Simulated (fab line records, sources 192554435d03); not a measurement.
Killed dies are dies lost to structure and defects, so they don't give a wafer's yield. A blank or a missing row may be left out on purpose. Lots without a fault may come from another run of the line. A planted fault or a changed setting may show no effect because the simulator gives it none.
Tool commonality check | flow n5_finfet | 9 lots, 27 wafers sampled

WHY IT WAS OPENED
At N5_BEOL_M4_RC_MEAS_101 the reading RC_DENSE_P is flagged on 3 of 9 lots. Wafers without a fault read 23.9 ohm.um, standard deviation 0.53.
Rule: a lot is flagged when every wafer of it that has a number lies more than 4 standard deviations from that mean, or none has a number. The other lots count as sound.

lot  | measured     | on        | RC_DENSE_P (ohm.um), wafer by wafer | flag
L483 | day 9 00:46  | prober-02 | 23.6 23.7 23.0                      |
L484 | day 9 02:31  | prober-02 | 25.1 24.0 24.8                      |
L487 | day 9 11:06  | prober-01 | 23.3 23.4 23.4                      |
L491 | day 11 02:02 | prober-02 | 23.5 23.7 24.8                      |
L494 | day 11 09:05 | prober-01 | 89.0 84.9 87.4                      | FLAGGED
L496 | day 12 00:05 | prober-02 | 85.5 86.8 87.5                      | FLAGGED
L495 | day 12 01:31 | prober-01 | 90.8 88.8 90.2                      | FLAGGED
L498 | day 12 18:07 | prober-02 | 23.6 24.0 23.6                      |
L502 | day 13 08:45 | prober-02 | 23.7 23.0 23.4                      |
The numbers of the flagged lots are 87.9 ohm.um on average: +64.0 ohm.um against the usual, or +99 or more standard deviations.

WHICH TOOL RAN EACH LOT
The record holds 4 process steps before the reading, out of a route of 1938 steps. In each cell: the tool, then ch and the chambers that the sampled wafers went through, then the start.
lot  | flag    | N5_MOL_CONTACT_COAG_STRIP_98      | N5_MOL_CONTACT_COAG_SIL_ANNEAL_21 | N5_MOL_CONTACT_COAG_PRE_CLEAN_141 | N5_MOL_CONTACT_COAG_CMP_23
L483 |         | rie_diel-06 ch 0,1,2, day 5 15:16 | rtp_anneal-02 ch 0, day 5 16:34   | pvd_sputter-03, day 5 18:48       | cmp-01 ch 1,2,3, day 5 22:22
L484 |         | rie_diel-05 ch 0,1,3, day 5 23:01 | rtp_anneal-02 ch 0, day 6 00:06   | pvd_sputter-01, day 6 00:15       | cmp-03 ch 1,2,3, day 6 04:29
L487 |         | rie_diel-06 ch 0,2,3, day 6 16:23 | rtp_anneal-01 ch 0, day 6 17:43   | pvd_sputter-03, day 6 19:41       | cmp-02 ch 2,3, day 6 22:06
L491 |         | rie_diel-04 ch 0,2,3, day 7 18:59 | rtp_anneal-01 ch 0, day 7 20:08   | pvd_sputter-02, day 7 21:47       | cmp-02 ch 0,2,3, day 8 00:25
L494 | FLAGGED | rie_diel-04 ch 0,1,3, day 8 11:48 | rtp_anneal-02, day 8 13:18        | pvd_sputter-02, day 8 14:05       | cmp-01 ch 0,1, day 8 17:28
L496 | FLAGGED | rie_diel-06 ch 2,3, day 9 00:43   | rtp_anneal-02, day 9 03:50        | pvd_sputter-03, day 9 04:15       | cmp-03 ch 1,2,3, day 9 07:10
L495 | FLAGGED | rie_diel-05 ch 0,1, day 8 21:37   | rtp_anneal-02, day 9 00:11        | pvd_sputter-03, day 9 01:08       | cmp-03 ch 1,2, day 9 03:55
L498 |         | rie_diel-05 ch 0,3, day 9 17:56   | rtp_anneal-01 ch 0, day 9 19:11   | pvd_sputter-01, day 9 21:04       | cmp-01 ch 0,1,2, day 10 01:23
L502 |         | rie_diel-06 ch 0,2, day 10 13:10  | rtp_anneal-01 ch 0, day 10 14:41  | pvd_sputter-01, day 10 15:10      | cmp-01 ch 0,1, day 10 18:31
What these steps do:
- N5_MOL_CONTACT_COAG_STRIP_98: strips in N2/H2.
- N5_MOL_CONTACT_COAG_SIL_ANNEAL_21: time 60 s.
- N5_MOL_CONTACT_COAG_PRE_CLEAN_141: time 60 s.
- N5_MOL_CONTACT_COAG_CMP_23: polishes, stops on SiO2, t overpolish 1.5 s, target thk 0 nm.
- N5_BEOL_M4_RC_MEAS_101

FLAGGED OVER TOTAL, TOOL BY TOOL (the gauges that took the reading come last)
step                              | tool           | lots run | flagged | share of the flagged lots | sound lots run after its first flagged lot
N5_MOL_CONTACT_COAG_STRIP_98      | rie_diel-04    | 2        | 1       | some                      | 0
N5_MOL_CONTACT_COAG_STRIP_98      | rie_diel-05    | 3        | 1       | some                      | 1 (L498)
N5_MOL_CONTACT_COAG_STRIP_98      | rie_diel-06    | 4        | 1       | some                      | 1 (L502)
N5_MOL_CONTACT_COAG_SIL_ANNEAL_21 | rtp_anneal-01  | 4        | 0       | none                      | -
N5_MOL_CONTACT_COAG_SIL_ANNEAL_21 | rtp_anneal-02  | 5        | 3       | all                       | 0
N5_MOL_CONTACT_COAG_PRE_CLEAN_141 | pvd_sputter-01 | 3        | 0       | none                      | -
N5_MOL_CONTACT_COAG_PRE_CLEAN_141 | pvd_sputter-02 | 2        | 1       | some                      | 0
N5_MOL_CONTACT_COAG_PRE_CLEAN_141 | pvd_sputter-03 | 4        | 2       | some                      | 0
N5_MOL_CONTACT_COAG_CMP_23        | cmp-01         | 4        | 1       | some                      | 2 (L498,L502)
N5_MOL_CONTACT_COAG_CMP_23        | cmp-02         | 2        | 0       | none                      | -
N5_MOL_CONTACT_COAG_CMP_23        | cmp-03         | 3        | 2       | some                      | 0
N5_BEOL_M4_RC_MEAS_101            | prober-01      | 3        | 2       | some                      | 0
N5_BEOL_M4_RC_MEAS_101            | prober-02      | 6        | 1       | some                      | 2 (L498,L502)

WHAT THE TABLE ALLOWS
1 row of the table ran every flagged lot: rtp_anneal-02 at N5_MOL_CONTACT_COAG_SIL_ANNEAL_21.
- rtp_anneal-02 at N5_MOL_CONTACT_COAG_SIL_ANNEAL_21: 3 of its 5 lots flagged. Its last sound lot is L484 (day 6 00:06), its first flagged lot L494 (day 8 13:18): a fault that began between those two fits. On the flagged lots its readings are blank where sound lots have values: lamp_power_pct, lamp_zone_1_pct, lamp_zone_4_pct, wafer_temp_C_max.
One tool is left: rtp_anneal-02 at N5_MOL_CONTACT_COAG_SIL_ANNEAL_21.

WHAT THE SIMULATOR HAD PUT IN
Skipped step whole: rtp_anneal-02, from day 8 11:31 on, at N5_MOL_CONTACT_COAG_SIL_ANNEAL_21. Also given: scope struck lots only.
Lots struck among those shown: L494, L496, L495. The rule above found the same.
